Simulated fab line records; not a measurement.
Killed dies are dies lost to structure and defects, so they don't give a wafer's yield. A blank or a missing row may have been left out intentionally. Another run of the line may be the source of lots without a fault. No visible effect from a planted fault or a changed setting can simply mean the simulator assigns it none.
fab line records	flow nand-harc	part 2 of 2: steps 22 to 30 of 30
[record] lots = 5	wafers = 15	last-day = 24
route steps=1159 shown A_CONTACT@846
lots that met no fault: from a run of the same line without faults
start-h: the number of hours between the record's first day and the start of the first shown wafer of the lot	wait-h: how many hours have passed since the lot's step before this one	" the same as in the row above	L1.1+2: one row covering several wafers at once	- no value present, or no start provided	* or withheld: withheld	< > ~ a bound
route shown NAME@n: NAME is a module with steps in the file, n the number in the route of the first one	usual: average and standard deviation across the fault-free wafers	same: alike in all rows	chamber/n: place in a boat	sites: the reading at each site	_std_site: the values' standard deviation	_edge_site: outer sites' mean less inner sites'	radius-mm: how far each site lies from the wafer's centre	mask NAME#n: copy n	behind: the most recent tool/chamber to have shaped the wafer	hold: reason for holding the lot/hours on hold/outcome of the hold	device: the n, p or np transistor that did not switch	end of line: the route-end tests of the same wafers	where a step has no rows: the recipe by itself	killed: count of dies lost to structure and defects at first sort (not the wafer's yield)	map: a wafer's dies, x killed, . not, _ none there
set.NAME: the run value of the setting; set.NAME@STEP: its run value at that earlier step	model.NAME: the simulator's own value behind a step, which no gauge read
lots at some steps of the route; a table a step, a row a wafer
services: when a tool's chamber went out of use (start-h, in hours from the record's first day, below 0 if earlier), for how many hours, and the reason
[[steps]]
[step NHARC_A_CONTACT_ETCH_116]
[recipe] source-w = withheld	pressure-mtorr = 20	bias-v = 3000	time-s = 94	target-depth-a = 9220	ar-flow-sccm = withheld	c4f8-flow-sccm = withheld	o2-flow-sccm = withheld	chemistry = C4F8/O2/Ar
lot.wafer	tool	chamber	start-h	wait-h	rf-hours-counter-h
L075.1	har-cap-etch-03	0	376.68	0.1	78
L075.4	"	0	"	"	-
L075.6	"	1	"	"	-
L080.1	har-cap-etch-03	1	408.07	0.1	84
L080.3	"	0	"	"	-
L080.5	"	0	"	"	-
L091.2	har-cap-etch-03	0	469.75	0.1	95
L091.3	"	1	"	"	-
L091.5	"	1	"	"	-
L092.2	har-cap-etch-02	0	477.41	0.1	28
L092.5	"	1	"	"	-
L092.6	"	0	"	"	-
L097.1	har-cap-etch-01	0	497.12	0.1	82
L097.3	"	0	"	"	-
L097.5	"	0	"	"	-
[step NHARC_A_CONTACT_ETCH_117]
[recipe] source-w = withheld	pressure-mtorr = 20	bias-v = 3000	time-s = 94	target-depth-a = 9220	ar-flow-sccm = withheld	c4f8-flow-sccm = withheld	o2-flow-sccm = withheld	chemistry = C4F8/O2/Ar
lot.wafer	tool	chamber	start-h	wait-h	rf-hours-counter-h
L075.1	har-cap-etch-03	0	376.77	0.1	78
L075.4	"	0	"	"	-
L075.6	"	1	"	"	-
L080.1	har-cap-etch-03	1	408.16	0.1	84
L080.3	"	0	"	"	-
L080.5	"	0	"	"	-
L091.2	har-cap-etch-03	0	469.84	0.1	95
L091.3	"	1	"	"	-
L091.5	"	1	"	"	-
L092.2	har-cap-etch-02	0	477.50	0.1	28
L092.5	"	1	"	"	-
L092.6	"	0	"	"	-
L097.1	har-cap-etch-01	0	497.21	0.1	82
L097.3	"	0	"	"	-
L097.5	"	0	"	"	-
[step NHARC_A_CONTACT_ETCH_118]
[recipe] source-w = withheld	pressure-mtorr = 20	bias-v = 3000	time-s = 94	target-depth-a = 9220	ar-flow-sccm = withheld	c4f8-flow-sccm = withheld	o2-flow-sccm = withheld	chemistry = C4F8/O2/Ar
lot.wafer	tool	chamber	start-h	wait-h	rf-hours-counter-h
L075.1	har-cap-etch-03	0	376.86	0.1	79
L075.4	"	0	"	"	-
L075.6	"	1	"	"	-
L080.1	har-cap-etch-03	1	408.25	0.1	84
L080.3	"	0	"	"	-
L080.5	"	0	"	"	-
L091.2	har-cap-etch-03	0	469.93	0.1	95
L091.3	"	1	"	"	-
L091.5	"	1	"	"	-
L092.2	har-cap-etch-02	0	477.59	0.1	28
L092.5	"	1	"	"	-
L092.6	"	0	"	"	-
L097.1	har-cap-etch-01	0	497.30	0.1	82
L097.3	"	0	"	"	-
L097.5	"	0	"	"	-
[step NHARC_A_CONTACT_ETCH_119]
[recipe] source-w = withheld	pressure-mtorr = 20	bias-v = 3000	time-s = 94	target-depth-a = 9220	ar-flow-sccm = withheld	c4f8-flow-sccm = withheld	o2-flow-sccm = withheld	chemistry = C4F8/O2/Ar
lot.wafer	tool	chamber	start-h	wait-h	rf-hours-counter-h
L075.1	har-cap-etch-03	0	376.95	0.1	79
L075.4	"	0	"	"	-
L075.6	"	1	"	"	-
L080.1	har-cap-etch-03	1	408.34	0.1	84
L080.3	"	0	"	"	-
L080.5	"	0	"	"	-
L091.2	har-cap-etch-03	0	470.02	0.1	95
L091.3	"	1	"	"	-
L091.5	"	1	"	"	-
L092.2	har-cap-etch-02	0	477.69	0.1	28
L092.5	"	1	"	"	-
L092.6	"	0	"	"	-
L097.1	har-cap-etch-01	0	497.39	0.1	82
L097.3	"	0	"	"	-
L097.5	"	0	"	"	-
[step NHARC_A_CONTACT_ETCH_120]
[recipe] source-w = withheld	pressure-mtorr = 20	bias-v = 3000	time-s = 94	target-depth-a = 9220	ar-flow-sccm = withheld	c4f8-flow-sccm = withheld	o2-flow-sccm = withheld	chemistry = C4F8/O2/Ar
lot.wafer	tool	chamber	start-h	wait-h	rf-hours-counter-h
L075.1	har-cap-etch-03	0	377.04	0.1	79
L075.4	"	0	"	"	-
L075.6	"	1	"	"	-
L080.1	har-cap-etch-03	1	408.43	0.1	84
L080.3	"	0	"	"	-
L080.5	"	0	"	"	-
L091.2	har-cap-etch-03	0	470.11	0.1	95
L091.3	"	1	"	"	-
L091.5	"	1	"	"	-
L092.2	har-cap-etch-02	0	477.78	0.1	28
L092.5	"	1	"	"	-
L092.6	"	0	"	"	-
L097.1	har-cap-etch-01	0	497.49	0.1	82
L097.3	"	0	"	"	-
L097.5	"	0	"	"	-
[step NHARC_A_CONTACT_ETCH_121]
[recipe] source-w = withheld	pressure-mtorr = 20	bias-v = 3000	time-s = 94	target-depth-a = 9220	ar-flow-sccm = withheld	c4f8-flow-sccm = withheld	o2-flow-sccm = withheld	chemistry = C4F8/O2/Ar
lot.wafer	tool	chamber	start-h	wait-h	rf-hours-counter-h
L075.1	har-cap-etch-03	0	377.13	0.1	79
L075.4	"	0	"	"	-
L075.6	"	1	"	"	-
L080.1	har-cap-etch-03	1	408.53	0.1	84
L080.3	"	0	"	"	-
L080.5	"	0	"	"	-
L091.2	har-cap-etch-03	0	470.20	0.1	96
L091.3	"	1	"	"	-
L091.5	"	1	"	"	-
L092.2	har-cap-etch-02	0	477.87	0.1	28
L092.5	"	1	"	"	-
L092.6	"	0	"	"	-
L097.1	har-cap-etch-01	0	497.58	0.1	82
L097.3	"	0	"	"	-
L097.5	"	0	"	"	-
[step NHARC_A_CONTACT_ETCH_122]
[recipe] source-w = withheld	pressure-mtorr = 20	bias-v = 3000	time-s = 95	target-depth-a = 9300	ar-flow-sccm = withheld	c4f8-flow-sccm = withheld	o2-flow-sccm = withheld	chemistry = C4F8/O2/Ar
lot.wafer	tool	chamber	start-h	wait-h	rf-hours-counter-h
L075.1	har-cap-etch-03	0	377.22	0.1	79
L075.4	"	0	"	"	-
L075.6	"	1	"	"	-
L080.1	har-cap-etch-03	1	408.62	0.1	84
L080.3	"	0	"	"	-
L080.5	"	0	"	"	-
L091.2	har-cap-etch-03	0	470.29	0.1	96
L091.3	"	1	"	"	-
L091.5	"	1	"	"	-
L092.2	har-cap-etch-02	0	477.96	0.1	28
L092.5	"	1	"	"	-
L092.6	"	0	"	"	-
L097.1	har-cap-etch-01	0	497.67	0.1	82
L097.3	"	0	"	"	-
L097.5	"	0	"	"	-
[step NHARC_A_CONTACT_ETCH_123]
[recipe] source-w = withheld	pressure-mtorr = 20	bias-v = 400	time-s = 253	target-depth-a = 10900	ar-flow-sccm = withheld	c4f8-flow-sccm = 11.5	o2-flow-sccm = 7.2	chemistry = C4F8/O2/Ar
lot.wafer	tool	chamber	start-h	wait-h	rf-hours-counter-h
L075.1	har-cap-etch-03	0	377.31	0.1	79
L075.4	"	0	"	"	-
L075.6	"	1	"	"	-
L080.1	har-cap-etch-03	1	408.71	0.1	84
L080.3	"	0	"	"	-
L080.5	"	0	"	"	-
L091.2	har-cap-etch-03	0	470.42	0.1	96
L091.3	"	1	"	"	-
L091.5	"	1	"	"	-
L092.2	har-cap-etch-02	0	478.09	0.1	28
L092.5	"	1	"	"	-
L092.6	"	0	"	"	-
L097.1	har-cap-etch-01	0	497.76	0.1	83
L097.3	"	0	"	"	-
L097.5	"	0	"	"	-
[step NHARC_A_CONTACT_ETCH_90]
[recipe] target-depth-a = 400	over-etch-frac = 0.5	time-s = 85.7	ion-energy-ev = 120	ch3f-flow-sccm = 50	o2-flow-sccm = 30	ar-flow-sccm = 200	rf-w = 500	bias-w = 100	chemistry = CH3F/O2
[usual] drypump-motor-current-A = 5.9/0.39	mfc-ar-sccm = 199.9/0.6	oes-product-au = 0.96/0.036	rf-vpp-V = 244.2/1.9	showerhead-plenum-p-Torr = 2.45/0.12	throttle-valve-pct = 20.661/0.0089
lot.wafer	tool	chamber	start-h	wait-h	drypump-motor-current-A	mfc-ar-sccm	oes-product-au	rf-hours-counter-h	rf-vpp-V	showerhead-plenum-p-Torr	throttle-valve-pct
L075.4	rie-diel-11	1	377.91	0.4	5.7	199.5	1.02	0	247.0	2.61	20.672
L075.1	"	2	"	"	6.1	199.9	1.01	0	246.1	2.63	20.647
L075.6	"	1	"	"	5.7	198.9	1.02	-	246.6	2.61	20.662
L080.3	rie-diel-12	3	409.32	0.4	5.5	199.5	0.92	9	245.8	2.52	20.646
L080.1	"	2	"	"	5.4	200.5	0.94	10	242.4	2.32	20.650
L080.5	"	0	"	"	6.1	200.2	0.92	-	245.1	2.54	20.677
L091.2	rie-diel-03	2	471.00	0.5	5.5	199.3	1.00	11	246.4	2.57	20.662
L091.3	"	3	"	"	6.7	200.8	1.01	12	243.6	2.38	20.659
L091.5	"	0	"	"	5.9	200.3	1.01	-	243.9	2.43	20.667
L092.2	rie-diel-11	3	478.67	0.5	6.6	199.7	0.94	38	242.9	2.29	20.653
L092.6	"	1	"	"	5.7	200.5	0.95	-	245.4	2.60	20.670
L092.5	"	2	"	"	6.1	200.2	0.93	-	246.1	2.62	20.666
L097.1	rie-diel-12	3	498.39	0.6	5.6	200.3	0.95	37	246.1	2.51	20.667
L097.3	"	0	"	"	6.1	200.3	0.95	36	246.0	2.53	20.656
L097.5	"	1	"	"	5.9	200.2	0.94	-	247.0	2.62	20.682
[[services]]
tool	chamber	start-h	hours	kind
rie-diel-12	0	359.24	-	clean
rie-diel-12	1	359.24	-	clean
rie-diel-12	2	359.24	-	clean
rie-diel-12	3	359.24	-	clean
rie-diel-11	-	366.55	9.0	pm
arfi-scanner-01	-	368.00	4.0	pm
rie-diel-12	-	379.53	9.0	pm
rie-diel-12	0	379.53	9.0	vent-cycle
rie-diel-12	1	379.53	9.0	vent-cycle
rie-diel-12	2	379.53	9.0	vent-cycle
rie-diel-12	3	379.53	9.0	vent-cycle
rie-diel-11	1	383.84	2.7	repair
rie-diel-03	-	392.30	9.0	pm
rie-diel-12	0	411.76	5.7	repair
arfi-scanner-03	-	432.04	1.9	repair
arfi-scanner-01	-	435.18	0.7	repair
litho-track-01	-	443.00	7.0	pm
har-cap-etch-01	-	460.12	0.6	repair
rie-diel-11	2	465.19	1.2	repair
litho-track-06	-	467.00	7.0	pm
arfi-scanner-01	-	482.86	2.4	repair
arfi-scanner-03	-	484.00	4.0	pm
rie-diel-03	3	487.54	6.7	repair
litho-track-04	-	491.00	7.0	pm
